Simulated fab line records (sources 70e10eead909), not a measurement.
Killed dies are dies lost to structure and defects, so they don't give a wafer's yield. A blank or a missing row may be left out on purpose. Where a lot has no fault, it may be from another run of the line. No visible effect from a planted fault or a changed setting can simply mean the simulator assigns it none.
Which tool was responsible? / flow nand_harc / Sampling: 12 lots, 36 wafers, 3 of 1302 route steps

== WHAT THE GAUGES SHOWED, per wafer ==
NHARC_P_GATE_INSPECT_28.
lot=L075; measured=day 5 13:13; on=defect_inspect-02; raw_defect_count=11 5 10
lot=L077; measured=day 6 05:50; on=defect_inspect-01; raw_defect_count=10 3 7
lot=L079; measured=day 7 01:38; on=defect_inspect-02; raw_defect_count=3 2 7
lot=L081; measured=day 8 02:12; on=defect_inspect-01; raw_defect_count=5 6 6
lot=L083; measured=day 9 01:01; on=defect_inspect-01; raw_defect_count=4 3 1
lot=L085; measured=day 10 03:14; on=defect_inspect-02; raw_defect_count=9 12 8
lot=L089; measured=day 11 02:08; on=defect_inspect-01; raw_defect_count=5 8 3
lot=L088; measured=day 11 03:05; on=defect_inspect-02; raw_defect_count=4 2 4
lot=L091; measured=day 12 06:10; on=defect_inspect-02; raw_defect_count=4 5 5
lot=L093; measured=day 13 01:35; on=defect_inspect-01; raw_defect_count=5 4 6
lot=L095; measured=day 14 01:55; on=defect_inspect-01; raw_defect_count=8 7 7
lot=L097; measured=day 14 13:59; on=defect_inspect-01; raw_defect_count=3 6 5

== TOOL THAT RAN EACH LOT (tool first, then ch and the chambers of the sampled wafers, then the start) ==
lot=L075; NHARC_P_GATE_HM_DEP_102=acl_dep-03 ch 0, day 5 12:12; NHARC_P_GATE_DEP_103=pecvd-03 ch 0,1,2, day 5 12:38
lot=L077; NHARC_P_GATE_HM_DEP_102=acl_dep-01 ch 0, day 6 04:25; NHARC_P_GATE_DEP_103=pecvd-03 ch 0,1,2, day 6 05:13
lot=L079; NHARC_P_GATE_HM_DEP_102=acl_dep-01 ch 0, day 7 00:17; NHARC_P_GATE_DEP_103=pecvd-03 ch 1,2, day 7 01:01
lot=L081; NHARC_P_GATE_HM_DEP_102=acl_dep-02 ch 0, day 8 00:58; NHARC_P_GATE_DEP_103=pecvd-02 ch 0,1, day 8 01:31
lot=L083; NHARC_P_GATE_HM_DEP_102=acl_dep-02 ch 0, day 8 23:33; NHARC_P_GATE_DEP_103=pecvd-01 ch 1,2, day 9 00:13
lot=L085; NHARC_P_GATE_HM_DEP_102=acl_dep-03 ch 0, day 10 01:53; NHARC_P_GATE_DEP_103=pecvd-02 ch 0,1, day 10 02:33
lot=L089; NHARC_P_GATE_HM_DEP_102=acl_dep-01 ch 0, day 11 00:46; NHARC_P_GATE_DEP_103=pecvd-02 ch 1,2, day 11 01:19
lot=L088; NHARC_P_GATE_HM_DEP_102=acl_dep-03 ch 0, day 11 01:50; NHARC_P_GATE_DEP_103=pecvd-02 ch 0,1, day 11 02:17
lot=L091; NHARC_P_GATE_HM_DEP_102=acl_dep-03 ch 0, day 12 04:44; NHARC_P_GATE_DEP_103=pecvd-02 ch 0,2, day 12 05:32
lot=L093; NHARC_P_GATE_HM_DEP_102=acl_dep-01 ch 0, day 13 00:07; NHARC_P_GATE_DEP_103=pecvd-02 ch 0,1,2, day 13 00:50
lot=L095; NHARC_P_GATE_HM_DEP_102=acl_dep-02 ch 0, day 14 00:32; NHARC_P_GATE_DEP_103=pecvd-02 ch 0,2, day 14 01:08
lot=L097; NHARC_P_GATE_HM_DEP_102=acl_dep-03 ch 0, day 14 12:58; NHARC_P_GATE_DEP_103=pecvd-02 ch 0,1,2, day 14 13:23
- NHARC_P_GATE_HM_DEP_102: deposits aC, target thk 120 nm.
- NHARC_P_GATE_DEP_103: deposits SiON, target thk 30 nm.

== THE ANSWER, worked out from the rows above alone ==
Rule: usual is defined by the lots themselves. Put in order of their means at a reading, lots are off if they are a third of the lots or fewer, leave a main group of 4 or more, and stand apart from it by a gap of 3 or more times the standard deviation of the main group's means; of several such gaps the widest counts. The tables above print the reading to a certain number of digits; a main group whose means all agree to those digits is not used. Also off: a lot with no number at a reading for which 4 or more lots have one. All remaining lots with rows at the step are treated as sound.
Across all readings shown, no lot is off: no conclusion can be drawn from this.

== WHAT THE SIMULATOR PUT IN ==
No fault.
